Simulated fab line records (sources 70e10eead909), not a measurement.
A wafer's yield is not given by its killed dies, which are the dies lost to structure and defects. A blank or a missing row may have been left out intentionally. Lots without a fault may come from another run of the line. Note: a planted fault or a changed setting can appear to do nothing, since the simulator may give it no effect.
A struck lot beside a sound one / flow nand harc / 14 steps out of a route of 1302
Sound: these wafers, L543.1, L543.5, L543.6. The struck wafers were L550.2, L550.3, L550.6. At the end, the cause is stated.
Each step with rows lists, per side, the tool, then ch with its chambers, then its first start. Under that, the readings that differ: sound wafers / struck wafers / difference of the means / sigmas: that difference in standard deviations of wafers without a fault.
alike: readings whose means differ by less than 2 such deviations, and words and numbers that are the same on both sides. not compared: withheld readings, readings that some wafer has no value for, bounds like >300 that may hide the same value, and numbers for which the record gives no deviation and whose values overlap.
A row with sigmas, a row that says differs or no value, or rows on one side alone: a step with any of these is where the two part. Non-overlapping numbers with no deviation appear without sigmas and do not part them. A reading that every wafer of one side lacks parts them only if that side has two wafers or more.

first, 8 steps without rows for these wafers: NHARC_A_SGD_CUT_COAT_56 (time 75 s); NHARC_A_SGD_CUT_COAT_57 (time 65 s); NHARC_A_SGD_CUT_COAT_03 (resist thk 90 nm); NHARC_A_SGD_CUT_SOFTBAKE_04 (time 55 s); NHARC_A_SGD_CUT_EBR_05; NHARC_A_SGD_CUT_EXPOSE_06 (exposes mask SGD); NHARC_A_SGD_CUT_PEB_07 (peb time 65 s); NHARC_A_SGD_CUT_DEVELOP_08 (develop time 35 s).
NHARC_A_SGD_CUT_CD_MEAS_09: target cd 100 nm.
  sound on cd sem-03 ch 0, day 21 01:20; struck on cd sem-01 ch 0, day 24 01:29
  alike: cd nm
NHARC_A_SGD_CUT_OVL_MEAS_10:
  sound on overlay-02, day 21 01:26; struck on overlay-02, day 24 01:35
  alike: overlay x nm, overlay y nm
NHARC_A_SGD_CUT_INSPECT_11:
  sound on defect inspect-01, day 21 01:28; struck on defect inspect-02, day 24 01:37
  alike: raw defect count
NHARC_A_SGD_CUT_DESCUM_14: chemistry O2, time 3 s.
  sound on rie diel-11 ch 0,3, day 21 01:32; struck on rie diel-11 ch 0,2,3, day 24 01:40
  alike: drypump motor current A, oes product au, rf vpp V, showerhead plenum p Torr, throttle valve pct
  not compared: rf hours counter h
NHARC_A_SGD_CUT_ETCH_58: etches the open film in CF4, target depth 39 nm, time 65 s.
  sound on rie diel-11 ch 1,2, day 21 01:37; struck on rie diel-11 ch 0,2,3, day 24 01:46
reading=over etch frac; sound=0.3 0.3 0.3; struck=0.32393 0.32393 0.32393; difference=+0.02393; sigmas=
  alike: cf4 flow sccm, drypump motor current A, oes product au, rf vpp V, showerhead plenum p Torr, throttle valve pct
  not compared: rf hours counter h
NHARC_A_SGD_CUT_ETCH_59: etches the open film in N2/H2, target depth 260 nm, time 406.25 s.
  sound: rie diel-11 ch 0,1,2; struck: rie diel-11 ch 0,2,3
  alike: drypump motor current A, oes product au, over etch frac, rf vpp V, showerhead plenum p Torr, throttle valve pct
  not compared: rf hours counter h

## WHERE THEY PART
Nowhere in this record.

WHY: what the simulator had put in
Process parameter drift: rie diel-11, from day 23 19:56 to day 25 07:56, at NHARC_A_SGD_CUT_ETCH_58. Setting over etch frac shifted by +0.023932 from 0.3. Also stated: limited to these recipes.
